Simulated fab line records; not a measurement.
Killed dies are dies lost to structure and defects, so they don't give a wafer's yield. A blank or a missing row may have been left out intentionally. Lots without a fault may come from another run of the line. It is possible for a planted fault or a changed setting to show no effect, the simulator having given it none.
Matching of chambers ; flow n5Finfet ; N5_BEOL_M3_DEP_57 on pecvd-04 has 3 sister chambers
The step deposits SiCN from 3MS/NH3, target thk 8 nm, time 14 s. 22 wafers are shown with their chamber, then 11 later ones without.

== WAFERS WITH THEIR CHAMBER ==
wafer;chamber;throttleValvePct (%);showerheadPlenumPTorr (Torr)
L082.1;2;8.7;3.678
L082.3;0;9.3;3.698
L082.4;0;9.3;3.717
L087.2;2;9.0;3.673
L087.3;1;10.0;3.676
L087.5;1;10.2;3.680
L088.2;1;10.1;3.671
L088.4;2;9.0;3.668
L088.5;1;10.4;3.667
L091.1;0;9.2;3.710
L091.2;2;8.7;3.673
L091.3;1;10.2;3.673
L091.4;0;9.4;3.697
L091.5;1;10.0;3.675
L091.6;2;8.5;3.678
L096.1;2;8.9;3.673
L096.2;0;9.1;3.711
L096.3;1;9.8;3.673
L096.4;0;9.3;3.700
L096.5;2;8.9;3.681
L096.6;1;9.9;3.658
L095.1;0;9.3;3.701

SIGNATURES, as means of the wafers listed above
reading;chamber 0;chamber 1;chamber 2;scatter within a chamber
throttleValvePct;9.271;10.075;8.814;0.165
showerheadPlenumPTorr;3.70486;3.67163;3.67486;0.00643
Rule: for each reading, subtract the chamber's mean from the wafer's reading, divide by that reading's scatter and square the result; add these up over the readings and take the root, which gives the wafer's distance from the chamber. If the next closest chamber is less than 2 further off than the closest, the wafer can't be placed; otherwise it belongs to the closest. The scatter: the root of (the sum of the squares of (reading less its chamber's mean) over the shown wafers, divided by (wafers less chambers)).

== WAFERS WITHOUT THEIR CHAMBER ==
wafer;throttleValvePct (%);showerheadPlenumPTorr (Torr)
L095.2;10.0;3.670
L095.4;10.2;3.674
L094.1;9.9;3.672
L094.4;9.0;3.710
L094.5;9.9;3.676
L097.1;9.2;3.718
L097.2;10.2;3.674
L097.3;8.7;3.673
L097.4;9.7;3.681
L097.5;9.5;3.707
L097.6;8.9;3.681

== EACH ONE'S CHAMBER ==
wafer;from the rows above;in truth
L095.2;1;1
L095.4;1;1
L094.1;1;1
L094.4;0;0
L094.5;1;1
L097.1;0;0
L097.2;1;1
L097.3;2;2
L097.4;can't be placed: 1 or 0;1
L097.5;0;0
L097.6;2;2
10 of 11 placed correctly. Unplaceable from these rows: 1, with the true chamber sitting among the candidates in 1. 0 placed wrongly.
